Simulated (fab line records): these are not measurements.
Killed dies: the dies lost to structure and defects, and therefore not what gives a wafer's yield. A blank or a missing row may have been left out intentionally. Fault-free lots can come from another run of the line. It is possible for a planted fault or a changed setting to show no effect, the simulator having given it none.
Comparing a struck lot with a sound one    flow n5_finfet    38 steps out of a route of 1938
Sound: the wafers L391.1, L391.4, L391.6. Struck: wafer L405.6 (left out: L405.1, a lot-mate that was not struck); the cause follows at the end.
At each step with rows: each side's tool, then ch and its chambers, then its first start. Under that, the readings that differ: sound wafers    struck wafers    difference of the means    sigmas: that difference in standard deviations of wafers without a fault.
alike: a reading whose means differ by less than 2 such deviations, as well as words and numbers matching on both sides. not compared: withheld readings; readings where some wafer has no value; bounds like >300 that might hide an equal value; numbers whose values overlap and for which the record gives no deviation.
A row with sigmas, a row that says differs or no value, or rows on one side alone: a step with any of these is where the two part. When numbers do not overlap yet have no deviation, they are printed without sigmas and do not part them. Lack of a reading on every wafer of one side parts them only where that side has two or more wafers.

first, 9 steps without rows for these wafers: N5_BEOL_M4_ANNEAL_95 (time 240 s); N5_BEOL_M4_SPUTTER_96 (material Cu, target thk 4.5 nm, time 8.29 s); N5_BEOL_M4_ECD_50 (material Cu, target thk 300 nm); N5_BEOL_M4_ANNEAL_51 (time 90 s); N5_BEOL_M4_CMP_52 (polishes, stops on SiOC, t overpolish 6.8 s, target thk 40 nm); N5_BEOL_M4_PRE_CLEAN_60 (time 15 s); N5_BEOL_M4_CO_CAP_55 (material Co, precursor CCTBA/H2, target thk 2 nm, time 102.1 s); N5_BEOL_M4_PRE_CLEAN_56 (time 15 s); N5_BEOL_M4_DEP_57 (deposits SiCN from 3MS/NH3, target thk 8 nm, time 14 s).
N5_BEOL_M4_RC_MEAS_101:
  sound on prober-01 ch 0, day 9 13:31; struck on prober-01 ch 0, day 12 22:29
  alike: DIBL_N, DIBL_P, IOFF_N, IOFF_P, ION_N, ION_P, SS_N, SS_P, VT_N, VT_P
then, 24 steps without rows for these wafers: N5_BEOL_M5_ILD_DEP_00 (deposits SiCOH lowk from DEMS/porogen, target thk 140.64 nm, time 25.9 s); N5_BEOL_M5_CURE_79 (cures SiCOH lowk, time 240 s); N5_BEOL_M5_PECVD_70 (deposits SiO2 from TEOS/O2, target thk 16 nm, time 18 s); N5_BEOL_M5_HM_DEP_02 (deposits TiN, target thk 20 nm); N5_BEOL_M5_COAT_59 (time 60 s, resist thk 60 nm); N5_BEOL_M5_COAT_60 (time 60 s, resist thk 12 nm); N5_BEOL_M5_COAT_71 (time 60 s, resist thk 5 nm); N5_BEOL_M5_COAT_05 (resist thk 30 nm); N5_BEOL_M5_EBR_07; N5_BEOL_M5_SOFTBAKE_06 (time 60 s); N5_BEOL_M5_EXPOSE_08 (exposes mask M5, target cd 28 nm); N5_BEOL_M5_PEB_09 (peb time 60 s); N5_BEOL_M5_DEVELOP_10 (develop time 30 s); N5_BEOL_M5_DESCUM_16 (chemistry O2, time 7 s); N5_BEOL_M5_ETCH_72 (etches underlayer in N2/H2, target depth 6.5 nm, time 5.2 s); N5_BEOL_M5_ETCH_61 (etches SiARC in CF4, target depth 15.6 nm, time 26 s); N5_BEOL_M5_ETCH_62 (etches SOC in N2/H2, target depth 75 nm, overetch 15 nm, time 112.5 s); N5_BEOL_M5_STRIP_63 (strips in N2/H2); N5_BEOL_M5_STRIP_73 (strips in N2/H2); N5_BEOL_M5_STRIP_64 (strips in CF4); N5_BEOL_M5_HM_OPEN_17 (chemistry Cl2/BCl3, target TiN, target depth 20 nm, overetch 6 nm); N5_BEOL_M5_STRIP_19 (strips in O2); N5_BEOL_M5_COAT_65 (time 60 s, resist thk 60 nm); N5_BEOL_M5_COAT_66 (time 60 s, resist thk 12 nm).
-- record jumps: 4 days separate the struck wafers' starts on either side; left off in module BEOL_M5, taken up again in module MIM_BOT_ETCH, whose first shown step is the route's number 1866 --
N5_MIM_BOT_ETCH_ETCH_04: etches SiNx in CF4/O2, target depth 26 nm, time 13 s.
  sound on rie_diel-04 ch 1,3, day 13 13:11; struck on rie_diel-04 ch 1, day 17 01:25
reading                               sound             struck  difference  sigmas
oes_product_au (a.u.)                 0.87 0.73 0.86    0.52    -0.30       -3
model.etch.depth_nm (nm)              26.15 25.5 25.74  14.68   -11.12      
model.MIM_BOT_ETCH.cd_offset_nm (nm)  0 0 0             0.6     +0.6        
  alike: bias_w, drypump_motor_current_A, mfc_ar_sccm, rf_fwd_power_W, rf_vpp_V, showerhead_plenum_p_Torr, throttle_valve_pct
  not compared: rf_hours_counter_h, model.coat_of_MIM_BOT_LITHO_COAT_02.thk_nm
N5_MIM_BOT_ETCH_ETCH_03: etches the open film in Cl2/BCl3, target depth 12 nm.
  sound on rie_metal-01 ch 0,1, day 13 13:17; struck on rie_metal-03 ch 1, day 17 01:31
reading                sound           struck  difference  sigmas
oes_product_au (a.u.)  0.93 0.67 0.67  0.53    -0.23       -3
  alike: bias_w, drypump_motor_current_A, rf_fwd_power_W, throttle_valve_pct
  not compared: rf_hours_counter_h
N5_MIM_BOT_ETCH_ETCH_00: etches TiN in Cl2/BCl3, target depth 45.5 nm.
  sound on rie_metal-01 ch 0,1, day 13 13:22; struck on rie_metal-03 ch 1, day 17 01:36
reading                 sound              struck  difference  sigmas
oes_product_au (a.u.)   0.94 0.67 0.67     0.53    -0.23       -3
throttle_valve_pct (%)  21.53 22.04 22.04  22.26   +0.39       +2
  alike: bias_w, drypump_motor_current_A, mfc_ar_sccm, rf_fwd_power_W
  not compared: rf_hours_counter_h, model.coat_of_MIM_BOT_LITHO_COAT_02.thk_nm
N5_PASSIVATION_PROBE_49:
  struck on prober-01, day 17 09:49; sound on prober-01, day 13 23:31
reading                   sound           struck  difference  sigmas
defect_limited_yield (%)  91.4 90.0 90.9  31.3    -59.5       -40
killed_at_M0_to_M3        24 46 41        59      +22         +2
killed_at_other           3 3 0           692     +690        +99 or more
killed_dies               101 118 107     811     +702        +39
killed_on_rim             18 23 16        128     +109        +29
sort_bin_5_function (%)   5.3 5.7 5.1     63.9    +58.5       +62
sort_n_pass               1079 1062 1073  369     -702        -39
sort_yield_pct (%)        91.4 90.0 90.9  31.3    -59.5       -40
  alike: killed_at_M4_up, killed_at_contacts, killed_at_front_end, killed_open, killed_short, sort_bin_6_memory

== WHERE THEY PART ==
First at N5_MIM_BOT_ETCH_ETCH_04; last, within this record, at N5_PASSIVATION_PROBE_49.

WHY: what the simulator had put in
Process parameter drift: rie_diel-04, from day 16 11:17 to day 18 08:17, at N5_MIM_BOT_ETCH_ETCH_04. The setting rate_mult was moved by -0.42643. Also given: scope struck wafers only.
